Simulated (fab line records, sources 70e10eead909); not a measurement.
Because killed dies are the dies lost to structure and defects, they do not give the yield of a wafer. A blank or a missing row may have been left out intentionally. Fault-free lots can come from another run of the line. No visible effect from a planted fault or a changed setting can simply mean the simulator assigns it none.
Comparing a struck lot with a sound one + flow nand harc + 23 steps out of a route of 1159
Sound: wafers L438.2, L438.3, L438.5. Wafers struck: L427.3, L427.5, L427.6. At the end, the cause is stated.
Each step with rows lists, per side, the tool, then ch with its chambers, then its first start. Under that, the readings that differ: sound wafers + struck wafers + difference of the means + sigmas: that difference in standard deviations of wafers without a fault.
alike: words and numbers the same on both sides, and readings whose means are apart by under 2 such deviations; not compared: readings that were withheld, readings missing a value for some wafer, numbers with overlapping values and no deviation given by the record, and bounds like >300 which may hide the same value.
Wherever a step has rows on one side only, a row that says differs or no value, or a row with sigmas, the two part there. Non-overlapping numbers with no deviation appear without sigmas and do not part them. A reading that every wafer of one side lacks parts them only if that side has two wafers or more.

first, 1 step without rows for these wafers: NHARC_A_CONTACT_STRIP_27 (strips in post etch residue remover, time 600 s).
NHARC_A_CONTACT_ALD_18: deposits TiN, target thk 3 nm, pulse time 1 s, ald cycles 150.
  sound on ald metal-03 ch 0,1, day 22 14:08; struck on ald metal-03 ch 0,2, day 20 08:07
  alike: heater power w, precursor pulse height rel, susceptor temp C
NHARC_A_CONTACT_CVD_19: deposits W, target thk 300 nm, time 802 s.
  sound on cvd w-02 ch 1; struck on cvd w-01 ch 0,1
  alike: heater power w, throttle valve pct
  not compared: susceptor temp C
NHARC_A_CONTACT_CMP_20: polishes, t overpolish 30 s, target thk 300 nm.
  sound on cmp-01 ch 1,2, day 22 17:08; struck on cmp-03 ch 0,3, day 20 13:57
  alike: motor current A, overpolish run s, slurry filter dp kPa, time to endpoint s
after that, 1 step had no rows for these wafers: NHARC_A_CONTACT_SRD_22.
NHARC_A_CONTACT_INSPECT_23:
  sound on defect inspect-02, day 22 17:34; struck on defect inspect-02, day 20 14:19
  alike: raw defect count
then, 5 steps without rows for these wafers: NHARC_A_BLC_DEHYDRATE_00 (time 120 s); NHARC_A_BLC_HMDS_01 (time 30 s); NHARC_A_BLC_COAT_02 (time 75 s); NHARC_A_BLC_COAT_03 (time 65 s); NHARC_A_BLC_COAT_04 (resist thk 90 nm).
NHARC_A_BLC_SOFTBAKE_05: time 55 s.
  sound on litho track-06 ch 0, day 22 17:00; struck on litho track-01 ch 0, day 20 14:00
| reading                  | sound                | struck               | difference | sigmas      |
|--------------------------|----------------------|----------------------|------------|-------------|
| heater power total W (W) | 188.72 188.39 188.45 | 163.57 163.52 163.66 | -24.94     | -99 or more |
then, 4 steps without rows for these wafers: NHARC_A_BLC_EBR_06; NHARC_A_BLC_EXPOSE_07 (exposes mask A BLC, target cd 100 nm); NHARC_A_BLC_PEB_08 (peb time 65 s); NHARC_A_BLC_DEVELOP_09 (develop time 35 s).
NHARC_A_BLC_CD_MEAS_10: the cd target is 100 nm.
  sound on cd sem-01 ch 0, day 22 18:04; struck on cd sem-03 ch 0, day 20 14:50
| reading    | sound           | struck            | difference | sigmas |
|------------|-----------------|-------------------|------------|--------|
| cd nm (nm) | 99.7 99.5 100.0 | 101.9 100.8 100.9 | +1.5       | +2     |
NHARC_A_BLC_OVL_MEAS_11:
  sound on overlay-01, day 22 18:10; struck on overlay-01, day 20 14:55
| reading           | sound       | struck         | difference | sigmas |
|-------------------|-------------|----------------|------------|--------|
| overlay y nm (nm) | 1.8 1.8 1.7 | -0.7 -0.4 -0.7 | -2.4       | -2     |
  alike: overlay x nm
NHARC_A_BLC_INSPECT_12:
  sound on defect inspect-02, day 22 18:12; struck on defect inspect-02, day 20 14:57
| reading          | sound    | struck   | difference | sigmas |
|------------------|----------|----------|------------|--------|
| raw defect count | 13 27 19 | 63 63 65 | +44        | +3     |
NHARC_A_BLC_DESCUM_15: chemistry O2, time 3 s.
  sound on rie diel-06 ch 1,2, day 22 18:16; struck on rie diel-06 ch 0,3, day 20 15:01
| reading                | sound             | struck          | difference | sigmas |
|------------------------|-------------------|-----------------|------------|--------|
| model.A_BLC.cd nm (nm) | 99.35 99.91 99.73 | 102 101.3 101.1 | +2         |        |
  alike: drypump motor current A, oes product au, rf vpp V, showerhead plenum p Torr, throttle valve pct
  not compared: rf hours counter h
NHARC_A_BLC_ETCH_16: etches the open film in CF4, target depth 39 nm, time 65 s.
  sound on rie diel-06 ch 0,1,3, day 22 18:21; struck on rie diel-06 ch 0,1,3, day 20 15:07
| reading                | sound             | struck          | difference | sigmas |
|------------------------|-------------------|-----------------|------------|--------|
| model.A_BLC.cd nm (nm) | 99.08 100.1 99.45 | 101.8 101.3 101 | +1.8       |        |
  alike: drypump motor current A, oes product au, rf vpp V, showerhead plenum p Torr, throttle valve pct
  not compared: rf hours counter h
NHARC_A_BLC_ETCH_17: etches the open film in N2/H2, target depth 390 nm, time 609.38 s.
  sound on rie diel-06 ch 2,3; struck on rie diel-06 ch 0,2,3
  alike: drypump motor current A, h2 flow sccm, oes product au, rf vpp V, showerhead plenum p Torr, throttle valve pct
  not compared: rf hours counter h
-- record jumps: 2 days between struck wafers' starts before vs after; left off in module A_BLC, resumes in module END, first step shown is number 1159 of the route --
NHARC_END_SORT_01:
  sound on prober-01 ch 0, day 24 19:49; struck on prober-02 ch 0, day 22 16:11
| reading         | sound    | struck   | difference | sigmas |
|-----------------|----------|----------|------------|--------|
| killed at array | 18 20 17 | 46 61 54 | +35        | +3     |
| killed dies     | 20 24 19 | 51 66 59 | +38        | +3     |
  alike: killed at other, killed at periphery, killed open, killed short

## WHERE THEY PART
At NHARC_A_BLC_SOFTBAKE_05 first; at NHARC_END_SORT_01 last (within this record only).

WHY: the cause the simulator had injected
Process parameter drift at NHARC_A_BLC_SOFTBAKE_05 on litho track-01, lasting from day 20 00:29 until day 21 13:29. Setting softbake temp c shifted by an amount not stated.
